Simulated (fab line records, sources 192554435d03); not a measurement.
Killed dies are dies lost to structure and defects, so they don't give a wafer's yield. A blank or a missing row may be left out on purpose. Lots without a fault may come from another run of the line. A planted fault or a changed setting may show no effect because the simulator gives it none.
Which tool did it? | flow n5_finfet | 10 lots, 29 wafers sampled, at 4 steps of a route of 1938

WHAT THE GAUGES READ, wafer by wafer
N5_DUMMY_REMOVAL_INSPECT_06: inspects for defects (brightfield). Usual: raw_defect_count 11, standard deviation 4.6.
lot  | measured    | on                | raw_defect_count | flag
L573 | day 3 22:09 | defect_inspect-02 | 20 21 11         |
L574 | day 4 10:05 | defect_inspect-02 | 12 7 8           |
L577 | day 4 21:22 | defect_inspect-01 | 14 17 18         |
L578 | day 5 04:51 | defect_inspect-02 | 5 10 11          |
L581 | day 5 21:36 | defect_inspect-01 | 16 16 21         |
L584 | day 6 16:35 | defect_inspect-02 | 21 8 17          |
L587 | day 7 09:17 | defect_inspect-02 | 7 9 15           |
L588 | day 7 18:20 | defect_inspect-02 | 13 13            |
L591 | day 8 09:08 | defect_inspect-02 | 16 13 622        | OFF
L595 | day 9 14:02 | defect_inspect-02 | 9 13 12          |

WHICH TOOL RAN EACH LOT (tool, then ch and the chambers of the sampled wafers, then the start)
lot  | N5_SDB_HM_OPEN_20                 | N5_SDB_CUT_ETCH_26              | N5_DUMMY_REMOVAL_STRIP_10
L573 | rie_diel-05 ch 1,2,3, day 3 18:07 | rie_si-01 ch 0,1,3, day 3 18:41 | rie_diel-03 ch 0,1, day 3 21:59
L574 | rie_diel-05 ch 0,1,3, day 4 06:14 | rie_si-01 ch 0,2,3, day 4 06:37 | rie_diel-03 ch 2,3, day 4 09:55
L577 | rie_diel-01 ch 1,2,3, day 4 17:31 | rie_si-06 ch 1,3, day 4 17:54   | rie_diel-02 ch 0,1, day 4 21:12
L578 | rie_diel-01 ch 0,3, day 5 00:29   | rie_si-06 ch 1,3, day 5 00:52   | rie_diel-03 ch 1,2,3, day 5 04:41
L581 | rie_diel-05 ch 0,1,2, day 5 17:32 | rie_si-02 ch 0,1,2, day 5 17:55 | rie_diel-02 ch 1,2, day 5 21:24
L584 | rie_diel-04 ch 0,1,3, day 6 12:44 | rie_si-01 ch 0,2,3, day 6 13:07 | rie_diel-03 ch 1,2,3, day 6 16:26
L587 | rie_diel-04 ch 0,1,3, day 7 05:19 | rie_si-01 ch 0,3, day 7 05:50   | rie_diel-06 ch 0,3, day 7 09:08
L588 | rie_diel-01 ch 2, day 7 13:59     | rie_si-01 ch 0,1, day 7 14:52   | rie_diel-06 ch 1,2, day 7 18:10
L591 | rie_diel-04 ch 0,1, day 8 05:02   | rie_si-01 ch 1,3, day 8 05:26   | rie_diel-03 ch 0,1,3, day 8 08:58
L595 | rie_diel-01 ch 0,1,2, day 9 09:43 | rie_si-06 ch 0,1,2, day 9 10:30 | rie_diel-06 ch 0,1,2, day 9 13:52
- N5_SDB_HM_OPEN_20: chemistry CH3F/O2, target SiNx, stops on poly-Si, target depth 24 nm.
- N5_SDB_CUT_ETCH_26: etches Si in HBr/Cl2/O2, target depth 129.6 nm, bt time 20 s, time 51.8 s.
- N5_DUMMY_REMOVAL_STRIP_10: strips in N2/H2, time 40 s.

WHAT THE TOOLS THEMSELVES READ (means of the sampled wafers that have a number; where no wafer has one, the mark that the record gives instead)
N5_SDB_HM_OPEN_20. Usual: bias_w 72.98 W, standard deviation 0.21; drypump_motor_current_A 5.6 A, standard deviation 0.41; oes_product_au 0.62 a.u., standard deviation 0.043; rf_vpp_V 298 V, standard deviation 7; showerhead_plenum_p_Torr 1.99 Torr, standard deviation 0.075; throttle_valve_pct 16.39 %, standard deviation 0.19.
lot  | tool        | bias_w (W) | drypump_motor_current_A (A) | oes_product_au (a.u.) | rf_vpp_V (V) | showerhead_plenum_p_Torr (Torr) | throttle_valve_pct (%) | flag
L573 | rie_diel-05 | 73.00      | 5.6                         | 0.62                  | 297          | 2.01                            | 16.46                  |
L574 | rie_diel-05 | 72.82      | 5.6                         | 0.63                  | 296          | 1.95                            | 16.34                  |
L577 | rie_diel-01 | 73.21      | 5.3                         | 0.65                  | 304          | 2.02                            | 16.33                  |
L578 | rie_diel-01 | 73.06      | 5.8                         | 0.61                  | 296          | 2.03                            | 16.49                  |
L581 | rie_diel-05 | 72.99      | 5.5                         | 0.63                  | 298          | 2.00                            | 16.41                  |
L584 | rie_diel-04 | 72.93      | 5.8                         | 0.63                  | 298          | 1.95                            | 16.28                  |
L587 | rie_diel-04 | 73.06      | 5.8                         | 0.62                  | 299          | 1.95                            | 16.29                  |
L588 | rie_diel-01 | 73.28      | 5.1                         | 0.58                  | 293          | 1.99                            | 16.55                  |
L591 | rie_diel-04 | 73.10      | 6.0                         | 0.62                  | 299          | 1.95                            | 16.40                  |
L595 | rie_diel-01 | 72.90      | 5.7                         | 0.59                  | 300          | 2.06                            | 16.46                  |

N5_SDB_CUT_ETCH_26. Usual: drypump_motor_current_A 5.6 A, standard deviation 0.43; oes_product_au 1.000 a.u., standard deviation 0.018; throttle_valve_pct 37.2 %, standard deviation 0.47.
lot  | tool      | drypump_motor_current_A (A) | oes_product_au (a.u.) | throttle_valve_pct (%) | flag
L573 | rie_si-01 | 5.5                         | 0.996                 | 37.4                   |
L574 | rie_si-01 | 5.5                         | 0.982                 | 37.4                   |
L577 | rie_si-06 | 5.4                         | 1.004                 | 38.0                   |
L578 | rie_si-06 | 5.5                         | 1.007                 | 38.0                   |
L581 | rie_si-02 | 5.7                         | 1.005                 | 36.9                   |
L584 | rie_si-01 | 5.4                         | 0.985                 | 37.4                   |
L587 | rie_si-01 | 5.6                         | 0.991                 | 37.6                   |
L588 | rie_si-01 | 5.5                         | 1.008                 | 37.2                   |
L591 | rie_si-01 | 5.2                         | 1.009                 | 37.2                   |
L595 | rie_si-06 | 5.3                         | 1.005                 | 37.1                   |

N5_DUMMY_REMOVAL_STRIP_10. Usual: drypump_motor_current_A 5.6 A, standard deviation 0.35; oes_product_au 0.80 a.u., standard deviation 0.081; rf_vpp_V 45.4 V, standard deviation 0.75; showerhead_plenum_p_Torr 3.38 Torr, standard deviation 0.12; temp_c 39.98 C, standard deviation 0.1; throttle_valve_pct 12.17 %, standard deviation 0.2.
lot  | tool        | drypump_motor_current_A (A) | oes_product_au (a.u.) | rf_vpp_V (V) | showerhead_plenum_p_Torr (Torr) | temp_c (C) | throttle_valve_pct (%) | flag
L573 | rie_diel-03 | 6.2                         | 0.92                  | 45.3         | 3.46                            | 39.98      | 12.11                  |
L574 | rie_diel-03 | 5.2                         | 0.71                  | 46.2         | 3.49                            | 39.89      | 12.34                  |
L577 | rie_diel-02 | 5.5                         | 0.87                  | 46.1         | 3.48                            | 40.00      | 11.92                  |
L578 | rie_diel-03 | 5.6                         | 0.75                  | 45.5         | 3.45                            | 40.02      | 12.28                  |
L581 | rie_diel-02 | 5.5                         | 0.84                  | 44.8         | 3.49                            | 39.87      | 11.97                  |
L584 | rie_diel-03 | 5.6                         | 0.74                  | 45.9         | 3.45                            | 40.08      | 12.30                  |
L587 | rie_diel-06 | 5.6                         | 0.88                  | 45.3         | 3.33                            | 39.88      | 11.98                  |
L588 | rie_diel-06 | 5.6                         | 0.84                  | 46.3         | 3.28                            | 40.05      | 12.09                  |
L591 | rie_diel-03 | 5.8                         | 0.80                  | 45.2         | 3.45                            | 40.09      | 12.30                  |
L595 | rie_diel-06 | 5.6                         | 0.85                  | 44.7         | 3.29                            | 39.97      | 12.02                  |

THE ANSWER, worked out from the rows above alone
Rule: a lot is off if the mean of its wafers that have a number lies more than 3 standard deviations from the usual mean. A lot without any number at a reading at which 4 lots or more have one is off too. The other lots that the step has rows for count as sound. The gauges are gone through in route order, then the tools' own readings, and for those a lot's mean is taken as printed above. The first step at which some lot is off is used, and at that step the reading that is off furthest; a lot without a number counts as furthest.
Off: L591, at N5_DUMMY_REMOVAL_INSPECT_06 (raw_defect_count).
A tool fits if, at a process step before that reading, it ran every lot that is off, and no sound lot after the first of them. The gauges at N5_DUMMY_REMOVAL_INSPECT_06 are tried like those tools. Can't be told from this: 3 tools fit, rie_diel-04 at N5_SDB_HM_OPEN_20, rie_si-01 at N5_SDB_CUT_ETCH_26, rie_diel-03 at N5_DUMMY_REMOVAL_STRIP_10.

WHAT THE SIMULATOR HAD PUT IN
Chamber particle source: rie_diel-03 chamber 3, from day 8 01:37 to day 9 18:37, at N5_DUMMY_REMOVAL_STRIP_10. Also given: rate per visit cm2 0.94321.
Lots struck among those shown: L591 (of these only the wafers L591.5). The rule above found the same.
